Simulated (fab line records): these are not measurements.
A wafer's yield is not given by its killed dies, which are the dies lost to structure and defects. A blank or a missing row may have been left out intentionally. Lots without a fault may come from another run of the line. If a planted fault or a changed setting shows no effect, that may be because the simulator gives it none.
Which of the tools did it? || flow n5Finfet || 12 lots with 32 wafers sampled at 5 steps, on a route of 1938 steps

WHAT THE GAUGES SHOWED, per wafer
N5_BEOL_M3_THK_MEAS_53: measures by xrf.
{"lot": "L519", "measured": "day 7 23:01", "on": "filmMetro-01", "M3_THK (nm)": "39.7 41.5"}
{"lot": "L520", "measured": "day 8 02:55", "on": "filmMetro-02", "M3_THK (nm)": "42.5 42.1 43.8"}
{"lot": "L522", "measured": "day 8 04:01", "on": "filmMetro-02", "M3_THK (nm)": "44.1 42.4 45.0"}
{"lot": "L523", "measured": "day 8 22:06", "on": "filmMetro-02", "M3_THK (nm)": "38.9 40.8 40.7"}
{"lot": "L528", "measured": "day 9 22:40", "on": "filmMetro-02", "M3_THK (nm)": "37.6 39.8"}
{"lot": "L527", "measured": "day 10 06:32", "on": "filmMetro-02", "M3_THK (nm)": "39.5 42.5"}
{"lot": "L532", "measured": "day 10 15:37", "on": "filmMetro-02", "M3_THK (nm)": "36.0 38.4"}
{"lot": "L535", "measured": "day 11 22:53", "on": "filmMetro-01", "M3_THK (nm)": "37.5 37.5 39.7"}
{"lot": "L538", "measured": "day 12 07:04", "on": "filmMetro-01", "M3_THK (nm)": "38.9 38.6 37.9"}
{"lot": "L540", "measured": "day 12 22:14", "on": "filmMetro-02", "M3_THK (nm)": "39.6 39.9 42.8"}
{"lot": "L541", "measured": "day 13 07:00", "on": "filmMetro-02", "M3_THK (nm)": "39.4 41.1 42.3"}
{"lot": "L542", "measured": "day 13 11:27", "on": "filmMetro-02", "M3_THK (nm)": "39.9 40.0 38.9"}

N5_BEOL_M4_RC_MEAS_101.
{"lot": "L519", "measured": "day 8 11:50", "on": "prober-01", "DIBL_N (mV/V)": "36.2 38.1", "DIBL_P (mV/V)": "35.7 38.2", "IOFF_N (nA/um)": "0.16 0.20", "IOFF_P (nA/um)": "0.21 0.25", "ION_N (uA/um)": "685 693", "ION_P (uA/um)": "463 468", "SS_N (mV/dec)": "72.0 72.9", "SS_P (mV/dec)": "73.2 74.0", "VT_N (mV)": "248 245", "VT_P (mV)": "-251 -246"}
{"lot": "L520", "measured": "day 8 20:54", "on": "prober-02", "DIBL_N (mV/V)": "36.8 36.7 37.8", "DIBL_P (mV/V)": "37.8 36.2 37.1", "IOFF_N (nA/um)": "0.15 0.15 0.17", "IOFF_P (nA/um)": "0.27 0.24 0.25", "ION_N (uA/um)": "664 649 666", "ION_P (uA/um)": "466 462 466", "SS_N (mV/dec)": "71.3 71.9 71.1", "SS_P (mV/dec)": "73.3 73.0 73.1", "VT_N (mV)": "252 251 249", "VT_P (mV)": "-245 -247 -244"}
{"lot": "L522", "measured": "day 9 03:10", "on": "prober-01", "DIBL_N (mV/V)": "38.6 36.9 35.1", "DIBL_P (mV/V)": "39.4 39.0 35.2", "IOFF_N (nA/um)": "0.20 0.18 0.14", "IOFF_P (nA/um)": "0.29 0.29 0.21", "ION_N (uA/um)": "679 689 664", "ION_P (uA/um)": "469 474 464", "SS_N (mV/dec)": "71.8 72.1 71.2", "SS_P (mV/dec)": "74.3 73.9 73.3", "VT_N (mV)": "247 249 252", "VT_P (mV)": "-246 -246 -248"}
{"lot": "L523", "measured": "day 9 14:09", "on": "prober-01", "DIBL_N (mV/V)": "34.7 38.3 35.0", "DIBL_P (mV/V)": "36.2 39.0 35.9", "IOFF_N (nA/um)": "0.13 0.18 0.14", "IOFF_P (nA/um)": "0.19 0.22 0.18", "ION_N (uA/um)": "656 672 665", "ION_P (uA/um)": "462 457 463", "SS_N (mV/dec)": "70.8 72.0 70.9", "SS_P (mV/dec)": "73.8 74.0 73.2", "VT_N (mV)": "253 249 251", "VT_P (mV)": "-251 -251 -252"}
{"lot": "L528", "measured": "day 10 13:36", "on": "prober-02", "DIBL_N (mV/V)": "35.6 38.5", "DIBL_P (mV/V)": "38.5 39.7", "IOFF_N (nA/um)": "0.16 0.21", "IOFF_P (nA/um)": "0.23 0.26", "ION_N (uA/um)": "687 678", "ION_P (uA/um)": "467 465", "SS_N (mV/dec)": "70.9 71.1", "SS_P (mV/dec)": "73.9 74.3", "VT_N (mV)": "250 249", "VT_P (mV)": "-251 -250"}
{"lot": "L527", "measured": "day 10 20:43", "on": "prober-01", "DIBL_N (mV/V)": "35.6 35.7", "DIBL_P (mV/V)": "37.6 37.9", "IOFF_N (nA/um)": "0.16 0.16", "IOFF_P (nA/um)": "0.21 0.22", "ION_N (uA/um)": "676 674", "ION_P (uA/um)": "466 458", "SS_N (mV/dec)": "71.0 71.9", "SS_P (mV/dec)": "73.9 73.2", "VT_N (mV)": "250 250", "VT_P (mV)": "-249 -252"}
{"lot": "L532", "measured": "day 11 01:46", "on": "prober-01", "DIBL_N (mV/V)": "37.2 36.7", "DIBL_P (mV/V)": "38.2 37.3", "IOFF_N (nA/um)": "0.17 0.16", "IOFF_P (nA/um)": "0.24 0.22", "ION_N (uA/um)": "681 685", "ION_P (uA/um)": "473 474", "SS_N (mV/dec)": "71.6 71.9", "SS_P (mV/dec)": "73.7 72.7", "VT_N (mV)": "248 249", "VT_P (mV)": "-249 -252"}
{"lot": "L535", "measured": "day 12 11:32", "on": "prober-01", "DIBL_N (mV/V)": "36.4 36.5 36.6", "DIBL_P (mV/V)": "39.1 37.9 37.2", "IOFF_N (nA/um)": "0.17 0.18 0.16", "IOFF_P (nA/um)": "0.25 0.23 0.21", "ION_N (uA/um)": "680 679 676", "ION_P (uA/um)": "473 461 460", "SS_N (mV/dec)": "72.1 71.7 71.1", "SS_P (mV/dec)": "74.0 74.3 74.2", "VT_N (mV)": "253 249 254", "VT_P (mV)": "-248 -249 -254"}
{"lot": "L538", "measured": "day 12 16:58", "on": "prober-01", "DIBL_N (mV/V)": "36.1 41.5 36.2", "DIBL_P (mV/V)": "33.3 40.4 33.7", "IOFF_N (nA/um)": "0.14 0.26 0.14", "IOFF_P (nA/um)": "0.20 0.34 0.20", "ION_N (uA/um)": "668 700 674", "ION_P (uA/um)": "458 481 465", "SS_N (mV/dec)": "70.9 71.9 71.4", "SS_P (mV/dec)": "72.6 74.8 72.5", "VT_N (mV)": "251 243 251", "VT_P (mV)": "-249 -241 -247"}
{"lot": "L540", "measured": "day 13 12:01", "on": "prober-01", "DIBL_N (mV/V)": "36.6 37.0 37.5", "DIBL_P (mV/V)": "38.6 40.2 40.7", "IOFF_N (nA/um)": "0.18 0.19 0.20", "IOFF_P (nA/um)": "0.22 0.25 0.27", "ION_N (uA/um)": "679 675 683", "ION_P (uA/um)": "459 459 468", "SS_N (mV/dec)": "72.4 72.4 72.8", "SS_P (mV/dec)": "73.8 74.0 74.1", "VT_N (mV)": "250 248 246", "VT_P (mV)": "-249 -252 -247"}
{"lot": "L541", "measured": "day 13 14:08", "on": "prober-01", "DIBL_N (mV/V)": "36.7 35.1 38.2", "DIBL_P (mV/V)": "34.9 32.2 36.6", "IOFF_N (nA/um)": "0.18 0.14 0.19", "IOFF_P (nA/um)": "0.25 0.20 0.27", "ION_N (uA/um)": "682 667 673", "ION_P (uA/um)": "472 464 466", "SS_N (mV/dec)": "71.2 71.7 72.0", "SS_P (mV/dec)": "73.7 72.9 73.8", "VT_N (mV)": "246 253 248", "VT_P (mV)": "-246 -249 -245"}
{"lot": "L542", "measured": "day 13 22:05", "on": "prober-01", "DIBL_N (mV/V)": "36.4 37.4 34.4", "DIBL_P (mV/V)": "37.4 38.7 35.7", "IOFF_N (nA/um)": "0.16 0.17 0.12", "IOFF_P (nA/um)": "0.24 0.25 0.21", "ION_N (uA/um)": "676 677 664", "ION_P (uA/um)": "469 467 467", "SS_N (mV/dec)": "71.2 70.5 71.0", "SS_P (mV/dec)": "73.3 73.9 72.7", "VT_N (mV)": "247 249 255", "VT_P (mV)": "-245 -247 -249"}

EACH LOT AND THE TOOL THAT RAN IT (in order: tool; ch and the chambers of the sampled wafers; start)
{"lot": "L519", "N5_BEOL_M3_ANNEAL_82": "pvdSputter-02, day 7 20:59", "N5_BEOL_M3_SPUTTER_86": "pvdSputter-02, day 7 21:08", "N5_BEOL_M4_COAT_61": "lithoTrack-01 ch 0, day 8 00:22"}
{"lot": "L520", "N5_BEOL_M3_ANNEAL_82": "pvdSputter-02, day 8 00:53", "N5_BEOL_M3_SPUTTER_86": "pvdSputter-02, day 8 01:02", "N5_BEOL_M4_COAT_61": "lithoTrack-01 ch 0, day 8 03:34"}
{"lot": "L522", "N5_BEOL_M3_ANNEAL_82": "pvdSputter-01, day 8 01:59", "N5_BEOL_M3_SPUTTER_86": "pvdSputter-01, day 8 02:07", "N5_BEOL_M4_COAT_61": "lithoTrack-02 ch 0, day 8 06:13"}
{"lot": "L523", "N5_BEOL_M3_ANNEAL_82": "pvdSputter-01, day 8 20:04", "N5_BEOL_M3_SPUTTER_86": "pvdSputter-01, day 8 20:13", "N5_BEOL_M4_COAT_61": "lithoTrack-01 ch 0, day 8 23:26"}
{"lot": "L528", "N5_BEOL_M3_ANNEAL_82": "pvdSputter-01, day 9 20:37", "N5_BEOL_M3_SPUTTER_86": "pvdSputter-01, day 9 20:46", "N5_BEOL_M4_COAT_61": "lithoTrack-01 ch 0, day 10 00:07"}
{"lot": "L527", "N5_BEOL_M3_ANNEAL_82": "pvdSputter-01, day 10 04:25", "N5_BEOL_M3_SPUTTER_86": "pvdSputter-01, day 10 04:34", "N5_BEOL_M4_COAT_61": "lithoTrack-01 ch 0, day 10 08:10"}
{"lot": "L532", "N5_BEOL_M3_ANNEAL_82": "pvdSputter-01, day 10 13:35", "N5_BEOL_M3_SPUTTER_86": "pvdSputter-01, day 10 13:44", "N5_BEOL_M4_COAT_61": "lithoTrack-01 ch 0, day 10 17:05"}
{"lot": "L535", "N5_BEOL_M3_ANNEAL_82": "pvdSputter-03, day 11 20:50", "N5_BEOL_M3_SPUTTER_86": "pvdSputter-03, day 11 20:58", "N5_BEOL_M4_COAT_61": "lithoTrack-02 ch 0, day 11 23:34"}
{"lot": "L538", "N5_BEOL_M3_ANNEAL_82": "pvdSputter-03, day 12 04:27", "N5_BEOL_M3_SPUTTER_86": "pvdSputter-03, day 12 04:35", "N5_BEOL_M4_COAT_61": "lithoTrack-04 ch 0, day 12 08:05"}
{"lot": "L540", "N5_BEOL_M3_ANNEAL_82": "pvdSputter-01, day 12 18:54", "N5_BEOL_M3_SPUTTER_86": "pvdSputter-01, day 12 19:02", "N5_BEOL_M4_COAT_61": "lithoTrack-04 ch 0, day 13 02:50"}
{"lot": "L541", "N5_BEOL_M3_ANNEAL_82": "pvdSputter-02, day 13 04:59", "N5_BEOL_M3_SPUTTER_86": "pvdSputter-02, day 13 05:07", "N5_BEOL_M4_COAT_61": "lithoTrack-04 ch 0, day 13 08:11"}
{"lot": "L542", "N5_BEOL_M3_ANNEAL_82": "pvdSputter-03, day 13 09:11", "N5_BEOL_M3_SPUTTER_86": "pvdSputter-03, day 13 09:19", "N5_BEOL_M4_COAT_61": "lithoTrack-02 ch 0, day 13 12:04"}
- N5_BEOL_M3_ANNEAL_82: time 240 s.
- N5_BEOL_M3_SPUTTER_86: material Cu, target thk 4.5 nm, time 8.29 s.
- N5_BEOL_M4_COAT_61: time 60 s, resist thk 60 nm.

AS READ BY THE TOOLS THEMSELVES (means over the sampled wafers that have a number; for cases with no such wafer, the mark the record gives instead)
N5_BEOL_M3_ANNEAL_82.
{"lot": "L519", "tool": "pvdSputter-02", "heaterPowerW (W)": 790}
{"lot": "L520", "tool": "pvdSputter-02", "heaterPowerW (W)": 816}
{"lot": "L522", "tool": "pvdSputter-01", "heaterPowerW (W)": 796}
{"lot": "L523", "tool": "pvdSputter-01", "heaterPowerW (W)": 920}
{"lot": "L528", "tool": "pvdSputter-01", "heaterPowerW (W)": 936}
{"lot": "L527", "tool": "pvdSputter-01", "heaterPowerW (W)": 902}
{"lot": "L532", "tool": "pvdSputter-01", "heaterPowerW (W)": 776}
{"lot": "L535", "tool": "pvdSputter-03", "heaterPowerW (W)": 864}
{"lot": "L538", "tool": "pvdSputter-03", "heaterPowerW (W)": 894}
{"lot": "L540", "tool": "pvdSputter-01", "heaterPowerW (W)": 913}
{"lot": "L541", "tool": "pvdSputter-02", "heaterPowerW (W)": 855}
{"lot": "L542", "tool": "pvdSputter-03", "heaterPowerW (W)": 852}

N5_BEOL_M3_SPUTTER_86.
{"lot": "L519", "tool": "pvdSputter-02", "chuckSensorTempC (C)": -16.4, "throttleValvePct (%)": 28.4}
{"lot": "L520", "tool": "pvdSputter-02", "chuckSensorTempC (C)": -15.9, "throttleValvePct (%)": 29.1}
{"lot": "L522", "tool": "pvdSputter-01", "chuckSensorTempC (C)": -16.5, "throttleValvePct (%)": 30.8}
{"lot": "L523", "tool": "pvdSputter-01", "chuckSensorTempC (C)": -16.2, "throttleValvePct (%)": 28.5}
{"lot": "L528", "tool": "pvdSputter-01", "chuckSensorTempC (C)": -16.2, "throttleValvePct (%)": 28.3}
{"lot": "L527", "tool": "pvdSputter-01", "chuckSensorTempC (C)": -16.5, "throttleValvePct (%)": 29.7}
{"lot": "L532", "tool": "pvdSputter-01", "chuckSensorTempC (C)": -16.2, "throttleValvePct (%)": 29.9}
{"lot": "L535", "tool": "pvdSputter-03", "chuckSensorTempC (C)": -15.3, "throttleValvePct (%)": 29.7}
{"lot": "L538", "tool": "pvdSputter-03", "chuckSensorTempC (C)": -15.5, "throttleValvePct (%)": 29.5}
{"lot": "L540", "tool": "pvdSputter-01", "chuckSensorTempC (C)": -16.4, "throttleValvePct (%)": 29.5}
{"lot": "L541", "tool": "pvdSputter-02", "chuckSensorTempC (C)": -16.3, "throttleValvePct (%)": 29.9}
{"lot": "L542", "tool": "pvdSputter-03", "chuckSensorTempC (C)": -15.6, "throttleValvePct (%)": 30.0}

N5_BEOL_M4_COAT_61.
{"lot": "L519", "tool": "lithoTrack-01", "runLengthS (s)": 66.26}
{"lot": "L520", "tool": "lithoTrack-01", "runLengthS (s)": 66.34}
{"lot": "L522", "tool": "lithoTrack-02", "runLengthS (s)": 66.24}
{"lot": "L523", "tool": "lithoTrack-01", "runLengthS (s)": 66.25}
{"lot": "L528", "tool": "lithoTrack-01", "runLengthS (s)": 71.37}
{"lot": "L527", "tool": "lithoTrack-01", "runLengthS (s)": 76.44}
{"lot": "L532", "tool": "lithoTrack-01", "runLengthS (s)": 71.47}
{"lot": "L535", "tool": "lithoTrack-02", "runLengthS (s)": 66.22}
{"lot": "L538", "tool": "lithoTrack-04", "runLengthS (s)": 66.10}
{"lot": "L540", "tool": "lithoTrack-04", "runLengthS (s)": 66.09}
{"lot": "L541", "tool": "lithoTrack-04", "runLengthS (s)": 66.17}
{"lot": "L542", "tool": "lithoTrack-02", "runLengthS (s)": 66.43}

THE ANSWER, worked out from the rows above alone
Rule: usual is defined by the lots themselves. Put in order of their means at a reading, lots are off if they are a third of the lots or fewer, leave a main group of 4 or more, and stand apart from it by a gap of 3 or more times the standard deviation of the main group's means; of several such gaps the widest counts. Not used: any main group whose means are identical at the precision the tables above print for the reading. Also off: a lot with no number at a reading for which 4 or more lots have one. The other lots that the step has rows for count as sound. Order of review: gauges by route order, followed by the tools' own readings, for which a lot's mean as printed above is used. The first step at which some lot is off is used, and at that step the reading that is off furthest; a lot without a number counts as furthest.
Off: L528, L527, L532 (N5_BEOL_M4_COAT_61, runLengthS). The main group has a mean of 66.23 s with a standard deviation of 0.1.
If a tool, at that step or one of the process steps before it, ran each lot that is off and ran no sound lot following the first of them, it fits. One fits: N5_BEOL_M4_COAT_61 on lithoTrack-01. A fault onset in the window from L523 (day 8 23:26, its last sound lot) to L528 (day 10 00:07, its first lot off) fits.
The tool's own readings at N5_BEOL_M4_COAT_61 bear it out: on the lots that are off they differ by more than 5 times the standard deviation of the sound lots' means. runLengthS reads 73.09 s there against 66.23 s on the sound lots.

WHAT THE SIMULATOR HAD INSERTED
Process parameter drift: lithoTrack-01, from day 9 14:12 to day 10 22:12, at N5_BEOL_M4_COAT_61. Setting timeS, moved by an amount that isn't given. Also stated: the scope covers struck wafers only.
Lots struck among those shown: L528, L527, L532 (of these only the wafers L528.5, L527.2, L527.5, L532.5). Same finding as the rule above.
